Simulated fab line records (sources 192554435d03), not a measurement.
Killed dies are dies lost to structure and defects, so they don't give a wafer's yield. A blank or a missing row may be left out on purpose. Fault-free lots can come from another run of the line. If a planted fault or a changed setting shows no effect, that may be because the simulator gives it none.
One fault seen from 3 desks || flow n5_finfet || each desk has only its own numbers; what lay behind them comes last

== THE METROLOGY DESK ==
Means of the sampled wafers that have a number, per lot and without regard to the tool the lot ran on: this is what the gauges read. The brackets show how far a lot's mean lies from the usual mean; more than 4 standard deviations puts the lot out of limits, marked OUT.
Columns: A = cd_nm at N5_MIM_TOP_LITHO_CD_MEAS_08, usual 2001.5 nm; B = MIM_TOP_OVL at N5_MIM_TOP_LITHO_OVL_MEAS_11, usual -1 nm
{"lot": "L461", "first seen here": "day 14 14:36", "A": 2004.7, "B": -3}
{"lot": "L469", "first seen here": "day 16 05:53", "A": 2001.3, "B": -3}
{"lot": "L468", "first seen here": "day 16 06:03", "A": 1999.4, "B": -3}
{"lot": "L466", "first seen here": "day 17 00:54", "A": 2000.5, "B": -7}
{"lot": "L472", "first seen here": "day 17 10:49", "A": 1999.5, "B": -3}
{"lot": "L475", "first seen here": "day 18 20:46", "A": 2003.6, "B": 9}
This desk found nothing out of limits on any of the 6 lots.

== THE DEFECT DESK ==
What the inspections along the route counted, lot by lot: means of the sampled wafers that have a number. The brackets show how far a lot's mean lies from the usual mean; more than 4 standard deviations puts the lot out of limits, marked OUT.
Columns: A = raw_defect_count at N5_MIM_TOP_LITHO_INSPECT_12, usual 1.9
{"lot": "L461", "first seen here": "day 14 14:39", "A": 1.3}
{"lot": "L469", "first seen here": "day 16 05:57", "A": 1.3}
{"lot": "L468", "first seen here": "day 16 06:07", "A": 2.0}
{"lot": "L466", "first seen here": "day 17 01:04", "A": 2.0}
{"lot": "L472", "first seen here": "day 17 10:52", "A": 0.3}
{"lot": "L475", "first seen here": "day 18 20:49", "A": 2.3}
This desk found nothing out of limits on any of the 6 lots.

== TOOL OWNER'S DESK, rie_metal-02 ==
The tool's own readings at N5_MIM_TOP_ETCH_ETCH_00 (etches TiN in Cl2/BCl3, target depth 38.5 nm): means of the sampled wafers that have a number, for each lot that ran on this tool. The brackets show how far a lot's mean lies from the usual mean; more than 4 standard deviations puts the lot out of limits, marked OUT.
Columns: A = drypump_motor_current_A at N5_MIM_TOP_ETCH_ETCH_00, usual 5.8 A; B = oes_product_au at N5_MIM_TOP_ETCH_ETCH_00, usual 0.81 a.u.; C = throttle_valve_pct at N5_MIM_TOP_ETCH_ETCH_00, usual 22.72 %
{"lot": "L469", "first seen here": "day 16 06:27", "A": 5.5, "B": 0.76, "C": 22.85}
{"lot": "L468", "first seen here": "day 16 06:41", "A": 5.5, "B": 1.07, "C": 22.79}
{"lot": "L466", "first seen here": "day 17 01:11", "A": 5.6, "B": 1.00, "C": 22.67}
This desk found nothing out of limits on any of the 3 lots.

== TAKEN TOGETHER ==
From the metrology desk's view, nothing was out of limits.
Nothing out of limits was seen by the defect desk.
The desk of the tool owner found nothing out of limits.

== WHAT HAD BEEN PUT IN BY THE SIMULATOR ==
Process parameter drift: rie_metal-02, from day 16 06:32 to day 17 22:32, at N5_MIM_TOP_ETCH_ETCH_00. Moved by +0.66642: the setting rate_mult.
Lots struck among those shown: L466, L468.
